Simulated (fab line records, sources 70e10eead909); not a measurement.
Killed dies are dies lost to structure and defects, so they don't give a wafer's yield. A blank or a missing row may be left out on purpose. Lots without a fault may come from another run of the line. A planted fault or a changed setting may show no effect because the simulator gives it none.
Problem report in the 8D (eight disciplines) form, filled by code | flow nand_harc | the parts of the form that need people (team, actions taken, sign-off) are left out

1. THE PROBLEM
killed_at_array at NHARC_END_SORT_01 reads a mean of 674 on 4 wafers of 3 lots; wafers without a fault read 26 with a standard deviation of 9. That is +72 standard deviations from the usual mean.
First seen on wafer L163.3, day 20 16:10, on prober-01. The record holds 6 wafers of 3 lots with a number at this step. Rule for "out", or "out of limits": more than 4 standard deviations from the usual mean. The other wafers with a number count as sound.

2. WHAT IT IS AND WHAT IT IS NOT
question                    | is                             | is not
which readings at this step | killed_at_array, killed_dies   | killed_at_periphery, killed_open, killed_short
which lots                  | L163, L166, L169               | -
which wafers of those lots  | L163.3, L166.3, L169.1, L169.3 | L163.5, L166.5
read on which gauges        | prober-01, prober-02           | -
when                        | from day 20 16:10              | up to then (0 sound wafers); but 2 sound wafers of L163, L166 came after

3. SUSPECTS, AND WHAT RULES EACH OUT
Counting: a tool at a process step up to the reading stays a suspect if it ran every lot that is out. Sound lots after the first of them don't rule it out here, since some wafers of a struck lot are sound.
- the gauge at NHARC_END_SORT_01: ruled out. The wafers that are out were read on 2 gauges (prober-01, prober-02).
- ald_metal-01 at NHARC_A_CONTACT_ALD_18 (deposits TiN, target thk 3 nm, pulse time 1 s, ald cycles 150): kept. It ran every lot that is out, first L163 (day 18 12:31).
Left after counting: ald_metal-01 at NHARC_A_CONTACT_ALD_18.

4. THE CAUSE (what the simulator had put in)
Process parameter drift: ald_metal-01, from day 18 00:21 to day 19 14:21, at NHARC_A_CONTACT_ALD_18. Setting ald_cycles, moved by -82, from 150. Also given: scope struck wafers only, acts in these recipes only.
Counting left only this tool.

5. THE CHAIN OF EFFECTS, in route order
Each row: a reading whose mean over the struck wafers that have a number lies more than 3 standard deviations from the usual. Only readings for which the record gives a usual standard deviation are gone through. hours: the time from each lot's start at the first step in this table that gives one to its start at this step, as a median over the lots. sigmas: the change in usual standard deviations.
hours | step              | reading         | usual | on struck wafers | change | sigmas
0     | NHARC_END_SORT_01 | killed_at_array | 26    | 674              | +648   | +72
0     | NHARC_END_SORT_01 | killed_dies     | 30    | 677              | +647   | +71

6. WHAT WOULD HAVE CAUGHT IT SOONER
In this record the first reading out of limits at a measuring or inspecting step was taken at day 20 16:10, 64 hours after the fault began at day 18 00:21.
Of the tool readings at NHARC_A_CONTACT_ALD_18 for which the record gives a usual standard deviation, none was out on any struck wafer, so an alarm limit of 4 standard deviations on them would not have fired.
All the lots that are out (3) had begun NHARC_A_CONTACT_ALD_18 on ald_metal-01 by day 20 16:10. A hold on the tool at that time would have spared none of them.
